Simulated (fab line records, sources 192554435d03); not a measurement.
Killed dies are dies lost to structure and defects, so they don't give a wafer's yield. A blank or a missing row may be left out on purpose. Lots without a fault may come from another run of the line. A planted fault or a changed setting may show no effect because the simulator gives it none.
fab line records | flow n5_finfet
record lots=23 wafers=69 last_day=18
route steps=1938 shown BEOL_M0@720 BEOL_M1@765
lots that met no fault: from a run of the same line without faults
start_h: hours from the record's first day to the start of the lot's first wafer shown | wait_h: hours since the lot's step before | " the same as in the row above | L1.1+2: a row that stands for several wafers | - no value, or no start given | * or withheld: withheld | < > ~ a bound
route shown NAME@n: a module of which the file shows steps, and the number in the route of the first | usual: mean/standard deviation of fault-free wafers | same: alike in all rows | chamber/n: place in a boat | sites: the reading at each site | _std_site: their standard deviation | _edge_site: outer sites' mean less inner sites' | radius_mm: how far each site lies from the wafer's centre | mask NAME#n: copy n | behind: the tool/chamber that last shaped the wafer | hold: why the lot was held/for how many hours/how that ended | device: the transistor (n, p or np) that didn't switch | end of line: the same wafers' tests at the end of the route | a step without rows: its recipe alone | killed: dies lost to structure and defects at the first sort, not the wafer's yield | map: a wafer's dies, x killed, . not, _ none there
set.NAME: the setting as run; set.NAME@STEP: as run at that earlier step | model.NAME: the simulator's own value behind a step, which no gauge read
steps of the route over a sample of lots; a table a step, a row a wafer
services: from which hour (start_h, from the record's first day; less than 0 if before it) a tool's chamber was out of use, for how many hours, and why
## steps
# step N5_BEOL_M0_ETCH_128
# recipe chemistry=CF4/N2 target_depth_a=120 overetch_a=51 target=SiCN time_s=21.4 ion_energy_ev=150 pressure_mtorr=40 source_w=430 bias_w=70 Ar_flow_sccm=100 cf4_flow_sccm=60 n2_flow_sccm=60
# usual drypump_motor_current_A=5.8/0.51 oes_product_au=0.55/0.054 rf_vpp_V=382.1/1.7 showerhead_plenum_p_Torr=2.20/0.06 throttle_valve_pct=15.34/0.21
# columns lot.wafer tool chamber start_h wait_h drypump_motor_current_A oes_product_au rf_hours_counter_h rf_vpp_V showerhead_plenum_p_Torr throttle_valve_pct
L074.1 rie_diel-01 2 118.76 0.4 6.2 0.48 231 381.1 2.18 15.45
L074.3 " 1 " " 6.4 0.55 93 381.2 2.14 15.23
L074.5 " 3 " " 5.3 0.61 - 382.3 2.16 15.21
L075.2 rie_diel-01 0 122.59 0.7 5.8 0.51 143 383.1 2.22 15.32
L075.3 " 1 " " 6.4 0.56 94 380.2 2.14 15.22
L075.4 " 2 " " 6.2 0.49 232 381.8 2.18 15.48
L076.1 rie_diel-01 3 123.94 1.0 5.3 0.59 41 379.5 2.16 15.21
L076.3 " 0 " " 5.7 0.51 143 383.2 2.22 15.33
L076.5 " 2 " " 6.3 0.49 - 381.4 2.18 15.45
L077.3 rie_diel-01 2 135.12 0.0 6.2 0.50 236 381.7 2.17 15.48
L077.4 " 0 " " 5.8 0.52 147 381.2 2.22 15.36
L077.6 " 1 " " 6.4 0.56 - 381.1 2.14 15.25
L078.1 rie_diel-01 1 137.61 0.0 6.4 0.55 99 380.4 2.14 15.24
L078.4 " 3 " " 5.3 0.59 46 380.8 2.16 15.21
L078.6 " 3 " " 5.3 0.61 - 381.5 2.16 15.21
L079.1 rie_diel-02 2 147.42 0.3 5.0 0.62 41 380.4 2.16 15.02
L079.4 " 3 " " 5.2 0.51 182 383.9 2.29 15.89
L079.6 " 1 " " 5.5 0.48 - 383.5 2.28 15.38
L080.1 rie_diel-06 0 154.54 0.0 6.7 0.68 0 384.2 2.26 15.20
L080.2 " 2 " " 5.9 0.54 116 383.4 2.32 15.47
L080.3 " 3 " " 5.6 0.52 142 378.9 2.12 15.31
L081.3 rie_diel-01 2 165.26 0.0 6.2 0.48 247 381.5 2.17 15.49
L081.5 " 0 " " 5.8 0.51 - 381.7 2.22 15.36
L081.6 " 3 " " 5.3 0.58 - 380.1 2.16 15.23
L083.1 rie_diel-06 1 173.21 0.0 5.2 0.51 132 385.4 2.30 15.61
L083.2 " 0 " " 6.7 0.65 6 385.0 2.26 15.19
L083.6 " 3 " " 5.6 0.51 - 380.4 2.12 15.33
L084.1 rie_diel-06 2 173.57 0.0 5.9 0.53 121 384.2 2.32 15.49
L084.2 " 0 " " 6.7 0.64 6 383.1 2.26 15.21
L084.4 " 1 " " 5.2 0.52 132 384.2 2.30 15.62
L085.1 rie_diel-01 3 189.53 0.7 5.3 0.58 67 382.0 2.15 15.27
L085.2 " 0 " " 5.8 0.50 170 381.6 2.21 15.38
L085.3 " 1 " " 6.4 0.54 121 380.0 2.13 15.28
L086.2 rie_diel-06 3 192.48 0.2 5.6 0.50 154 380.2 2.12 15.34
L086.3 " 2 " " 5.9 0.52 128 385.1 2.32 15.49
L086.6 " 1 " " 5.2 0.51 - 385.1 2.29 15.64
L087.1 rie_diel-01 3 196.20 0.1 5.3 0.58 68 382.9 2.15 15.26
L087.3 " 1 " " 6.4 0.54 125 379.4 2.13 15.30
L087.5 " 1 " " 6.4 0.53 - 381.1 2.13 15.31
L088.1 rie_diel-01 1 200.18 0.0 6.4 0.52 127 381.6 2.13 15.30
L088.2 " 0 " " 5.8 0.51 175 380.7 2.21 15.39
L088.6 " 2 " " 6.3 0.68 - 381.7 2.17 14.98
L089.1 rie_diel-02 3 205.94 0.2 5.2 0.49 203 384.5 2.28 15.92
L089.2 " 1 " " 5.5 0.47 224 383.5 2.27 15.41
L089.5 " 0 " " 6.1 0.56 - 383.5 2.24 15.12
L090.3 rie_diel-02 3 212.89 1.5 5.2 0.49 206 385.0 2.28 15.92
L090.4 " 0 " " 6.1 0.55 95 383.7 2.24 15.11
L090.5 " 0 " " 6.1 0.55 - 383.2 2.24 15.12
L091.1 rie_diel-01 3 215.54 0.2 5.3 0.58 72 379.9 2.15 15.28
L091.3 " 0 " " 5.7 0.50 181 381.2 2.21 15.40
L091.5 " 2 " " 6.3 0.65 - 380.8 2.17 15.01
L092.1 rie_diel-02 3 224.78 0.0 5.2 0.49 209 383.4 2.28 15.93
L092.2 " 0 " " 6.1 0.54 99 382.9 2.24 15.14
L092.3 " 1 " " 5.5 0.47 231 383.6 2.27 15.44
L093.2 rie_diel-06 3 237.38 0.2 5.6 0.49 170 380.0 2.11 15.37
L093.4 " 1 " " 5.2 0.51 - 385.2 2.29 15.67
L093.6 " 0 " " 6.7 0.60 - 383.1 2.25 15.28
L094.1 rie_diel-02 3 237.41 0.2 5.2 0.50 214 384.2 2.28 15.96
L094.5 " 1 " " 5.5 0.48 - 384.3 2.27 15.43
L094.6 " 2 " " 5.1 0.57 - 379.4 2.15 15.09
L095.1 rie_diel-02 1 243.62 0.1 5.5 0.46 239 384.2 2.26 15.44
L095.5 " 0 " " 6.1 0.55 - 383.2 2.24 15.15
L095.6 " 1 " " 5.5 0.47 - 384.3 2.26 15.47
L096.3 rie_diel-01 3 249.66 0.1 5.3 0.56 83 380.3 2.15 15.30
L096.4 " 2 " " 6.3 0.63 18 382.2 2.16 15.03
L096.5 " 1 " " 6.4 0.53 - 379.0 2.13 15.33
L097.3 rie_diel-01 1 257.01 0.3 6.3 0.53 146 379.7 2.13 15.32
L097.5 " 1 " " 6.4 0.53 - 379.2 2.13 15.36
L097.6 " 0 " " 5.8 0.50 - 382.1 2.20 15.46
# step N5_BEOL_M0_SPUTTER_132
# recipe material=Cu target_thk_a=40 temp_c=-20 chamber_pressure_pa=0.07 power_w=withheld time_s=7.37
# usual chuck_gas_flow_sccm=1.26/0.05 throttle_valve_pct=29.5/1.3
# columns lot.wafer tool chamber start_h wait_h chuck_gas_flow_sccm throttle_valve_pct
L074.1 pvd_sputter-03 - 120.32 0.0 1.29 30.6
L074.3 " - " " 1.29 27.1
L074.5 " - " " 1.32 30.2
L075.2 pvd_sputter-03 - 126.01 0.0 1.36 28.3
L075.3 " - " " 1.23 29.3
L075.4 " - " " 1.31 30.5
L076.1 pvd_sputter-01 - 126.26 0.0 1.24 29.3
L076.3 " - " " 1.22 29.6
L076.5 " - " " 1.24 29.5
L077.3 pvd_sputter-01 - 136.76 0.0 1.16 30.4
L077.4 " - " " 1.24 29.4
L077.6 " - " " 1.18 29.3
L078.1 pvd_sputter-01 - 140.51 0.0 1.27 29.4
L078.4 " - " " 1.26 31.2
L078.6 " - " " 1.20 30.2
L079.1 pvd_sputter-03 - 149.17 0.0 1.20 30.5
L079.4 " - " " 1.30 28.0
L079.6 " - " " 1.28 28.0
L080.1 pvd_sputter-03 - 156.09 0.0 1.23 26.7
L080.2 " - " " 1.30 30.3
L080.3 " - " " 1.28 29.4
L081.3 pvd_sputter-03 - 166.97 0.0 1.30 29.2
L081.5 " - " " 1.33 30.6
L081.6 " - " " 1.29 28.3
L083.1 pvd_sputter-03 - 175.12 0.0 1.34 29.5
L083.2 " - " " 1.29 30.3
L083.6 " - " " 1.26 29.3
L084.1 pvd_sputter-03 - 175.56 0.0 1.21 27.2
L084.2 " - " " 1.24 28.4
L084.4 " - " " 1.28 30.2
L085.1 pvd_sputter-03 - 192.34 0.0 1.30 29.0
L085.2 " - " " 1.16 26.8
L085.3 " - " " 1.25 28.1
L086.2 pvd_sputter-03 - 195.16 0.0 1.31 28.1
L086.3 " - " " 1.33 26.8
L086.6 " - " " 1.30 28.2
L087.1 pvd_sputter-02 - 197.91 0.0 1.38 30.1
L087.3 " - " " 1.32 29.8
L087.5 " - " " 1.23 29.8
L088.1 pvd_sputter-01 - 202.62 0.0 1.26 29.7
L088.2 " - " " 1.23 30.0
L088.6 " - " " 1.30 29.5
L089.1 pvd_sputter-01 - 207.88 0.0 1.32 31.0
L089.2 " - " " 1.23 29.6
L089.5 " - " " 1.22 29.3
L090.3 pvd_sputter-03 - 215.75 0.0 1.30 28.3
L090.4 " - " " 1.28 29.4
L090.5 " - " " 1.32 26.9
L091.1 pvd_sputter-02 - 218.74 0.0 1.26 29.9
L091.3 " - " " 1.28 29.8
L091.5 " - " " 1.26 30.1
L092.1 pvd_sputter-02 - 227.90 0.0 1.33 30.0
L092.2 " - " " 1.28 31.0
L092.3 " - " " 1.23 29.9
L093.2 pvd_sputter-03 - 238.67 0.0 1.29 29.4
L093.4 " - " " 1.20 27.2
L093.6 " - " " 1.25 26.8
L094.1 pvd_sputter-03 - 239.15 0.0 1.30 29.5
L094.5 " - " " 1.30 28.3
L094.6 " - " " 1.26 30.3
L095.1 pvd_sputter-01 - 246.89 0.0 1.24 29.2
L095.5 " - " " 1.30 29.2
L095.6 " - " " 1.25 29.6
L096.3 pvd_sputter-01 - 251.18 0.0 1.30 30.8
L096.4 " - " " 1.18 30.4
L096.5 " - " " 1.23 29.4
L097.3 pvd_sputter-02 - 259.30 0.0 1.19 29.7
L097.5 " - " " 1.21 32.0
L097.6 " - " " 1.28 29.9
# step N5_BEOL_M1_OVL_MEAS_12
# recipe points_per_wafer=522
# usual M1_OVL=0.3/0.67
# columns lot.wafer tool chamber start_h wait_h M1_OVL[nm]
L074.1 overlay-01 0 122.79 0.0 -1.0
L074.3 " 0 " " -0.4
L074.5 " 0 " " -1.3
L075.2 overlay-02 0 128.27 0.0 -0.1
L075.3 " 0 " " 0.7
L075.4 " 0 " " 0.0
L076.1 overlay-02 0 128.51 0.0 -1.2
L076.3 " 0 " " -0.5
L076.5 " 0 " " -0.2
L077.3 overlay-01 0 141.28 0.0 0.7
L077.4 " 0 " " 2.1
L077.6 " 0 " " 0.7
L078.1 overlay-02 0 143.27 0.0 0.4
L078.4 " 0 " " -0.5
L078.6 " 0 " " -0.7
L079.1 overlay-02 0 152.04 0.0 -0.2
L079.4 " 0 " " 0.1
L079.6 " 0 " " 0.3
L080.1 overlay-01 0 158.11 0.0 0.1
L080.2 " 0 " " -0.9
L080.3 " 0 " " 0.7
L081.3 overlay-02 0 173.83 0.0 0.8
L081.5 " 0 " " 1.9
L081.6 " 0 " " 0.6
L083.1 overlay-02 0 177.74 0.0 0.2
L083.2 " 0 " " 0.1
L083.6 " 0 " " 0.5
L084.1 overlay-01 0 178.26 0.0 0.1
L084.2 " 0 " " -1.0
L084.4 " 0 " " -0.9
L085.1 overlay-02 0 195.31 0.0 0.2
L085.2 " 0 " " 0.4
L085.3 " 0 " " 0.3
L086.2 overlay-01 0 198.25 0.0 -0.9
L086.3 " 0 " " 1.0
L086.6 " 0 " " 0.1
L087.1 overlay-02 0 200.87 0.0 -0.4
L087.3 " 0 " " -0.6
L087.5 " 0 " " 0.3
L088.1 overlay-01 0 204.98 0.0 0.3
L088.2 " 0 " " 0.9
L088.6 " 0 " " 0.6
L089.1 overlay-01 0 212.14 0.0 0.6
L089.2 " 0 " " 0.8
L089.5 " 0 " " 0.2
L090.3 overlay-02 0 218.78 0.0 1.0
L090.4 " 0 " " 0.2
L090.5 " 0 " " 0.8
L091.1 overlay-02 0 221.95 0.0 1.0
L091.3 " 0 " " 0.9
L091.5 " 0 " " -0.1
L092.1 overlay-01 0 230.33 0.0 0.1
L092.2 " 0 " " 1.1
L092.3 " 0 " " 0.8
L093.2 overlay-01 0 242.18 0.0 -0.3
L093.4 " 0 " " -0.2
L093.6 " 0 " " -0.1
L094.1 overlay-02 0 242.37 0.0 -0.8
L094.5 " 0 " " 0.6
L094.6 " 0 " " -0.4
L095.1 overlay-01 0 249.92 0.0 0.4
L095.5 " 0 " " 0.6
L095.6 " 0 " " 0.9
L096.3 overlay-02 0 254.25 0.0 0.0
L096.4 " 0 " " 0.2
L096.5 " 0 " " 0.8
L097.3 overlay-02 0 265.07 0.0 1.3
L097.5 " 0 " " 0.9
L097.6 " 0 " " -0.1
# step N5_BEOL_M1_INSPECT_13
# recipe mode=adi inspect_instrument=brightfield
# usual raw_defect_count=438/87
# columns lot.wafer tool chamber start_h wait_h raw_defect_count
L074.1 defect_inspect-01 - 122.85 0.1 596
L074.3 " - " " 503
L074.5 " - " " 454
L075.2 defect_inspect-01 - 128.33 0.0 457
L075.3 " - " " 473
L075.4 " - " " 462
L076.1 defect_inspect-01 - 128.57 0.1 600
L076.3 " - " " 518
L076.5 " - " " 491
L077.3 defect_inspect-01 - 141.33 0.0 421
L077.4 " - " " 463
L077.6 " - " " 437
L078.1 defect_inspect-01 - 143.33 0.1 459
L078.4 " - " " 426
L078.6 " - " " 495
L079.1 defect_inspect-01 - 152.09 0.1 467
L079.4 " - " " 361
L079.6 " - " " 504
L080.1 defect_inspect-01 - 158.17 0.1 300
L080.2 " - " " 480
L080.3 " - " " 341
L081.3 defect_inspect-01 - 173.87 0.0 471
L081.5 " - " " 383
L081.6 " - " " 501
L083.1 defect_inspect-02 - 177.80 0.1 388
L083.2 " - " " 385
L083.6 " - " " 400
L084.1 defect_inspect-02 - 178.32 0.1 490
L084.2 " - " " 493
L084.4 " - " " 506
L085.1 defect_inspect-01 - 195.36 0.1 398
L085.2 " - " " 505
L085.3 " - " " 302
L086.2 defect_inspect-01 - 198.30 0.0 470
L086.3 " - " " 405
L086.6 " - " " 464
L087.1 defect_inspect-01 - 200.93 0.1 498
L087.3 " - " " 376
L087.5 " - " " 433
L088.1 defect_inspect-02 - 205.04 0.1 315
L088.2 " - " " 283
L088.6 " - " " 307
L089.1 defect_inspect-01 - 212.19 0.1 392
L089.2 " - " " 387
L089.5 " - " " 426
L090.3 defect_inspect-02 - 218.83 0.0 525
L090.4 " - " " 442
L090.5 " - " " 594
L091.1 defect_inspect-02 - 222.00 0.1 440
L091.3 " - " " 326
L091.5 " - " " 553
L092.1 defect_inspect-02 - 230.39 0.1 490
L092.2 " - " " 439
L092.3 " - " " 699
L093.2 defect_inspect-01 - 242.23 0.0 429
L093.4 " - " " 485
L093.6 " - " " 497
L094.1 defect_inspect-02 - 242.43 0.1 418
L094.5 " - " " 420
L094.6 " - " " 322
L095.1 defect_inspect-02 - 249.98 0.1 336
L095.5 " - " " 258
L095.6 " - " " 266
L096.3 defect_inspect-02 - 254.30 0.0 497
L096.4 " - " " 519
L096.5 " - " " 557
L097.3 defect_inspect-02 - 265.11 0.0 455
L097.5 " - " " 468
L097.6 " - " " 473
# step N5_BEOL_M1_DESCUM_16
# recipe chemistry=O2 time_s=7 source_power_w=50 bias_power_w=20 pressure_mtorr=20 rf_frequency_hz=2.712e+07 temp_c=40 resist=CAR-EUV o2_flow_sccm=225
# usual drypump_motor_current_A=5.8/0.31 o2_flow_sccm=225.1/0.73 oes_product_au=0.81/0.081 rf_vpp_V=244.0/1.4 showerhead_plenum_p_Torr=2.13/0.066 temp_c=39.99/0.12 throttle_valve_pct=20.39/0.24
# columns lot.wafer tool chamber start_h wait_h drypump_motor_current_A o2_flow_sccm oes_product_au rf_hours_counter_h rf_vpp_V showerhead_plenum_p_Torr temp_c throttle_valve_pct
L074.1 rie_diel-03 1 122.88 0.0 5.9 224.1 0.73 174 243.9 2.17 39.93 20.77
L074.3 " 2 " " 5.5 224.6 0.80 93 243.6 2.11 39.85 20.48
L074.5 " 2 " " 5.5 224.5 0.82 - 241.9 2.11 39.89 20.45
L075.2 rie_diel-05 0 128.36 0.0 6.1 224.9 0.77 150 244.2 2.17 39.80 20.23
L075.3 " 1 " " 5.7 226.2 0.91 31 244.8 2.12 39.86 20.21
L075.4 " 2 " " 6.3 225.8 0.76 136 245.6 2.19 40.05 20.76
L076.1 rie_diel-04 3 128.60 0.0 5.5 225.5 0.76 133 243.5 1.94 40.01 20.45
L076.3 " 1 " " 5.7 225.4 0.68 234 241.6 2.06 39.95 20.21
L076.5 " 0 " " 5.9 224.7 0.76 - 245.3 2.19 39.81 20.41
L077.3 rie_diel-05 1 141.37 0.0 5.8 225.1 0.91 34 244.9 2.12 39.84 20.22
L077.4 " 0 " " 6.1 224.9 0.76 153 246.3 2.17 40.09 20.25
L077.6 " 3 " " 6.1 224.6 0.86 - 246.7 2.22 39.93 20.45
L078.1 rie_diel-04 3 143.43 0.1 5.5 224.0 0.75 138 240.7 1.94 39.88 20.45
L078.4 " 3 " " 5.5 225.4 0.76 - 240.8 1.94 40.14 20.47
L078.6 " 2 " " 6.1 223.6 0.79 - 245.2 2.17 40.12 19.89
L079.1 rie_diel-03 0 152.24 0.1 5.1 224.8 0.96 4 243.8 2.15 40.24 20.26
L079.4 " 2 " " 5.4 225.6 0.79 103 243.5 2.11 40.23 20.46
L079.6 " 3 " " 5.8 226.5 0.94 - 242.7 2.13 40.03 20.31
L080.1 rie_diel-03 2 158.41 0.2 5.4 225.5 0.79 105 242.7 2.11 39.83 20.47
L080.2 " 3 " " 5.8 224.8 0.94 13 245.2 2.13 40.08 20.31
L080.3 " 0 " " 5.2 224.6 0.96 6 243.5 2.15 39.96 20.25
L081.3 rie_diel-04 3 173.91 0.0 5.5 224.4 0.75 147 240.7 1.94 40.03 20.48
L081.5 " 2 " " 6.0 225.3 0.78 - 245.4 2.17 39.94 19.89
L081.6 " 3 " " 5.5 224.3 0.75 - 239.8 1.94 39.98 20.46
L083.1 rie_diel-04 3 177.84 0.0 5.5 225.8 0.75 149 239.1 1.94 40.03 20.46
L083.2 " 2 " " 6.0 223.8 0.78 151 245.7 2.17 39.89 19.89
L083.6 " 0 " " 5.9 225.7 0.76 - 243.9 2.18 39.84 20.42
L084.1 rie_diel-03 2 178.35 0.0 5.4 224.3 0.79 110 245.2 2.11 40.20 20.48
L084.2 " 3 " " 5.8 225.0 0.91 19 245.0 2.12 39.91 20.33
L084.4 " 0 " " 5.2 226.4 0.94 12 243.0 2.15 39.85 20.28
L085.1 rie_diel-03 1 195.40 0.0 5.9 225.3 0.71 198 243.6 2.16 39.96 20.80
L085.2 " 3 " " 5.8 225.9 0.89 25 244.5 2.12 39.93 20.34
L085.3 " 0 " " 5.2 225.2 0.92 18 244.2 2.15 40.04 20.27
L086.2 rie_diel-05 0 198.35 0.0 6.1 224.2 0.75 171 244.5 2.17 40.02 20.28
L086.3 " 1 " " 5.7 224.5 0.88 53 242.1 2.12 39.84 20.25
L086.6 " 1 " " 5.8 224.9 0.87 - 246.2 2.11 39.93 20.25
L087.1 rie_diel-05 3 200.98 0.1 6.1 225.3 0.84 71 244.5 2.21 40.20 20.46
L087.3 " 0 " " 6.1 224.4 0.75 172 244.5 2.17 39.88 20.25
L087.5 " 3 " " 6.1 224.9 0.84 - 244.6 2.21 40.08 20.47
L088.1 rie_diel-05 0 205.08 0.0 6.1 224.9 0.75 174 245.6 2.17 40.00 20.27
L088.2 " 1 " " 5.8 226.1 0.86 56 244.6 2.11 39.77 20.23
L088.6 " 0 " " 6.0 224.6 0.75 - 244.9 2.17 40.05 20.29
L089.1 rie_diel-03 3 212.23 0.0 5.8 224.6 0.88 31 243.8 2.12 40.03 20.34
L089.2 " 1 " " 5.9 224.9 0.71 204 243.9 2.16 40.04 20.80
L089.5 " 0 " " 5.2 225.1 0.91 - 244.3 2.15 40.16 20.29
L090.3 rie_diel-03 3 218.95 0.1 5.8 223.9 0.88 33 244.8 2.12 40.12 20.34
L090.4 " 0 " " 5.1 225.1 0.91 25 244.9 2.15 39.98 20.28
L090.5 " 3 " " 5.8 224.1 0.87 - 244.4 2.12 40.16 20.36
L091.1 rie_diel-05 1 222.31 0.3 5.7 224.0 0.86 61 244.7 2.11 40.05 20.27
L091.3 " 0 " " 6.1 224.5 0.75 179 245.2 2.16 39.98 20.29
L091.5 " 1 " " 5.7 224.6 0.86 - 243.1 2.11 39.98 20.25
L092.1 rie_diel-05 0 230.43 0.0 6.1 226.3 0.75 181 244.3 2.16 39.66 20.28
L092.2 " 2 " " 6.3 225.0 0.75 164 244.0 2.18 40.01 20.83
L092.3 " 3 " " 6.1 226.9 0.83 81 245.5 2.21 40.23 20.50
L093.2 rie_diel-05 1 242.26 0.0 5.8 224.5 0.85 66 243.5 2.11 40.04 20.25
L093.4 " 0 " " 6.1 224.6 0.75 184 242.4 2.16 40.09 20.29
L093.6 " 1 " " 5.7 224.6 0.86 - 243.6 2.11 40.16 20.26
L094.1 rie_diel-03 1 242.53 0.1 5.9 225.6 0.70 213 246.5 2.16 39.96 20.81
L094.5 " 0 " " 5.2 224.7 0.89 - 244.4 2.14 40.07 20.30
L094.6 " 1 " " 5.9 225.2 0.69 - 243.5 2.16 40.19 20.82
L095.1 rie_diel-03 2 250.02 0.0 5.4 224.0 0.76 130 244.0 2.10 40.04 20.51
L095.5 " 0 " " 5.2 225.4 0.89 - 245.3 2.14 39.82 20.29
L095.6 " 1 " " 5.9 224.9 0.70 - 244.6 2.16 39.99 20.84
L096.3 rie_diel-04 0 254.33 0.0 5.9 224.2 0.73 188 242.5 2.17 40.07 20.45
L096.4 " 2 " " 6.1 226.8 0.76 177 244.1 2.16 40.01 19.93
L096.5 " 0 " " 5.9 224.1 0.73 - 244.5 2.17 40.33 20.47
L097.3 rie_diel-04 1 265.15 0.0 5.7 225.7 0.93 14 243.1 2.05 40.02 19.99
L097.5 " 3 " " 5.5 225.5 0.72 - 239.8 1.93 40.11 20.52
L097.6 " 2 " " 6.0 224.7 0.75 - 243.7 2.16 40.05 19.93
# step N5_BEOL_M1_ETCH_63
# recipe chemistry=CF4 target=SiARC target_depth_a=156 mask_material=CAR-EUV time_s=26 ion_energy_ev=80 pressure_mtorr=40 source_w=545 bias_w=36 Ar_flow_sccm=100 cf4_flow_sccm=100 ends=cleared
# usual drypump_motor_current_A=5.8/0.31 etch_rf_on_time_s=25.8/0.55 oes_product_au=0.69/0.071 rf_vpp_V=184.8/1.1 showerhead_plenum_p_Torr=2.18/0.066 throttle_valve_pct=15.57/0.24
# columns lot.wafer tool chamber start_h wait_h drypump_motor_current_A etch_rf_on_time_s oes_product_au rf_hours_counter_h rf_vpp_V showerhead_plenum_p_Torr throttle_valve_pct
L074.1 rie_diel-03 1 122.93 0.0 5.9 26.0 0.63 174 185.7 2.22 16.00
L074.3 " 2 " " 5.4 25.3 0.69 93 183.9 2.16 15.56
L074.5 " 2 " " 5.5 25.1 0.69 - 184.3 2.16 15.57
L075.2 rie_diel-05 0 128.41 0.0 6.1 25.9 0.65 150 185.3 2.23 15.48
L075.3 " 1 " " 5.8 25.9 0.77 31 185.6 2.19 15.44
L075.4 " 2 " " 6.3 26.0 0.66 136 185.6 2.23 15.94
L076.1 rie_diel-04 3 128.66 0.0 5.5 26.4 0.65 133 181.8 1.98 15.48
L076.3 " 1 " " 5.6 26.3 0.57 234 184.4 2.10 15.44
L076.5 " 0 " " 5.9 25.1 0.65 - 184.3 2.23 15.64
L077.3 rie_diel-05 1 141.42 0.0 5.7 25.7 0.77 34 183.6 2.19 15.44
L077.4 " 0 " " 6.1 25.9 0.65 153 184.8 2.23 15.50
L077.6 " 3 " " 6.1 25.7 0.74 - 185.7 2.25 15.48
L078.1 rie_diel-04 3 143.48 0.0 5.5 26.5 0.64 138 182.0 1.98 15.46
L078.4 " 3 " " 5.5 26.5 0.64 - 182.6 1.98 15.48
L078.6 " 2 " " 6.1 26.4 0.66 - 185.3 2.22 15.22
L079.1 rie_diel-03 0 152.29 0.0 5.2 24.8 0.85 4 185.4 2.19 15.29
L079.4 " 2 " " 5.4 25.2 0.68 103 184.6 2.16 15.62
L079.6 " 3 " " 5.8 26.3 0.80 - 184.5 2.19 15.52
L080.1 rie_diel-03 2 158.46 0.0 5.5 25.2 0.68 105 183.7 2.16 15.58
L080.2 " 3 " " 5.8 26.0 0.79 13 185.8 2.19 15.51
L080.3 " 0 " " 5.2 24.8 0.84 6 183.9 2.19 15.30
L081.3 rie_diel-04 3 173.96 0.0 5.5 26.6 0.64 147 183.1 1.98 15.50
L081.5 " 2 " " 6.0 26.9 0.65 - 184.2 2.22 15.23
L081.6 " 3 " " 5.5 26.4 0.64 - 181.7 1.98 15.50
L083.1 rie_diel-04 3 177.89 0.0 5.5 26.4 0.64 149 184.1 1.98 15.49
L083.2 " 2 " " 6.1 26.8 0.65 151 185.9 2.22 15.25
L083.6 " 0 " " 5.8 25.6 0.64 - 186.8 2.23 15.63
L084.1 rie_diel-03 2 178.40 0.0 5.4 25.3 0.68 110 183.4 2.16 15.61
L084.2 " 3 " " 5.8 26.0 0.78 19 184.2 2.18 15.52
L084.4 " 0 " " 5.2 24.9 0.81 12 184.4 2.18 15.29
L085.1 rie_diel-03 1 195.45 0.0 6.0 25.4 0.61 198 183.7 2.21 16.05
L085.2 " 3 " " 5.8 26.1 0.77 25 184.8 2.18 15.53
L085.3 " 0 " " 5.2 24.4 0.81 18 183.4 2.18 15.32
L086.2 rie_diel-05 0 198.40 0.0 6.1 25.9 0.64 171 185.9 2.22 15.55
L086.3 " 1 " " 5.8 25.8 0.74 53 184.5 2.18 15.47
L086.6 " 1 " " 5.7 26.2 0.74 - 184.2 2.18 15.47
L087.1 rie_diel-05 3 201.03 0.0 6.1 26.3 0.70 71 185.9 2.24 15.52
L087.3 " 0 " " 6.1 25.9 0.64 172 185.9 2.22 15.53
L087.5 " 3 " " 6.1 26.1 0.70 - 185.3 2.24 15.49
L088.1 rie_diel-05 0 205.13 0.0 6.1 25.9 0.64 174 186.6 2.22 15.53
L088.2 " 1 " " 5.8 26.0 0.74 56 185.8 2.18 15.49
L088.6 " 0 " " 6.1 25.6 0.64 - 185.6 2.22 15.54
L089.1 rie_diel-03 3 212.28 0.0 5.8 26.6 0.76 31 185.2 2.18 15.55
L089.2 " 1 " " 5.9 25.4 0.61 204 186.7 2.21 16.08
L089.5 " 0 " " 5.2 25.0 0.79 - 185.1 2.18 15.32
L090.3 rie_diel-03 3 219.00 0.0 5.8 26.5 0.75 33 184.4 2.18 15.56
L090.4 " 0 " " 5.2 25.0 0.79 25 183.2 2.18 15.34
L090.5 " 3 " " 5.8 26.2 0.76 - 184.0 2.18 15.54
L091.1 rie_diel-05 1 222.36 0.0 5.7 26.1 0.73 61 183.7 2.18 15.51
L091.3 " 0 " " 6.1 26.0 0.63 179 185.7 2.22 15.56
L091.5 " 1 " " 5.7 26.2 0.72 - 184.1 2.18 15.50
L092.1 rie_diel-05 0 230.48 0.0 6.1 25.7 0.64 181 185.0 2.22 15.54
L092.2 " 2 " " 6.4 26.0 0.64 164 185.1 2.22 15.98
L092.3 " 3 " " 6.1 26.0 0.70 81 187.0 2.24 15.55
L093.2 rie_diel-05 1 242.31 0.0 5.7 26.2 0.72 66 184.2 2.18 15.50
L093.4 " 0 " " 6.1 26.1 0.63 184 184.8 2.22 15.56
L093.6 " 1 " " 5.7 26.1 0.71 - 183.8 2.17 15.51
L094.1 rie_diel-03 1 242.58 0.0 5.9 25.4 0.61 213 184.7 2.21 16.09
L094.5 " 0 " " 5.2 24.7 0.78 - 184.6 2.18 15.35
L094.6 " 1 " " 5.9 25.4 0.61 - 184.3 2.21 16.08
L095.1 rie_diel-03 2 250.07 0.0 5.4 25.5 0.66 130 185.2 2.15 15.65
L095.5 " 0 " " 5.2 24.8 0.77 - 184.7 2.18 15.35
L095.6 " 1 " " 5.9 25.6 0.61 - 185.9 2.21 16.10
L096.3 rie_diel-04 0 254.38 0.0 5.9 25.7 0.62 188 183.7 2.22 15.68
L096.4 " 2 " " 6.1 26.5 0.64 177 184.8 2.21 15.30
L096.5 " 0 " " 5.9 25.7 0.62 - 185.1 2.22 15.70
L097.3 rie_diel-04 1 265.20 0.0 5.6 25.8 0.78 14 183.2 2.09 15.05
L097.5 " 3 " " 5.5 26.7 0.61 - 182.3 1.97 15.56
L097.6 " 2 " " 6.1 26.8 0.64 - 185.4 2.21 15.30
## services
# columns tool chamber start_h hours kind
rie_diel-03 3 95.99 - clean
rie_diel-03 3 95.99 - consumable_replace:focus_ring
rie_diel-03 3 95.99 22.8 scheduled_down
rie_diel-03 3 95.99 22.8 vent_cycle
rie_diel-03 0 99.83 13.6 repair
rie_diel-06 2 114.80 11.1 repair
rie_diel-03 0 118.83 - clean
rie_diel-03 0 118.83 - consumable_replace:focus_ring
rie_diel-03 0 118.83 19.6 scheduled_down
rie_diel-03 0 118.83 19.6 vent_cycle
pvd_sputter-02 - 123.02 3.6 repair
rie_diel-05 - 127.03 0.2 repair
rie_diel-05 1 162.56 1.5 repair
rie_diel-01 2 173.74 - clean
rie_diel-01 2 173.74 - consumable_replace:focus_ring
rie_diel-01 2 173.74 24.4 scheduled_down
rie_diel-01 2 173.74 24.4 vent_cycle
rie_diel-02 - 186.88 2.8 pm
rie_diel-04 1 187.05 - clean
rie_diel-04 1 187.05 - consumable_replace:focus_ring
rie_diel-04 - 193.45 0.5 repair
rie_diel-05 2 195.74 11.3 repair
rie_diel-01 3 202.68 8.3 repair
rie_diel-06 2 233.31 5.4 repair
## key
fault none
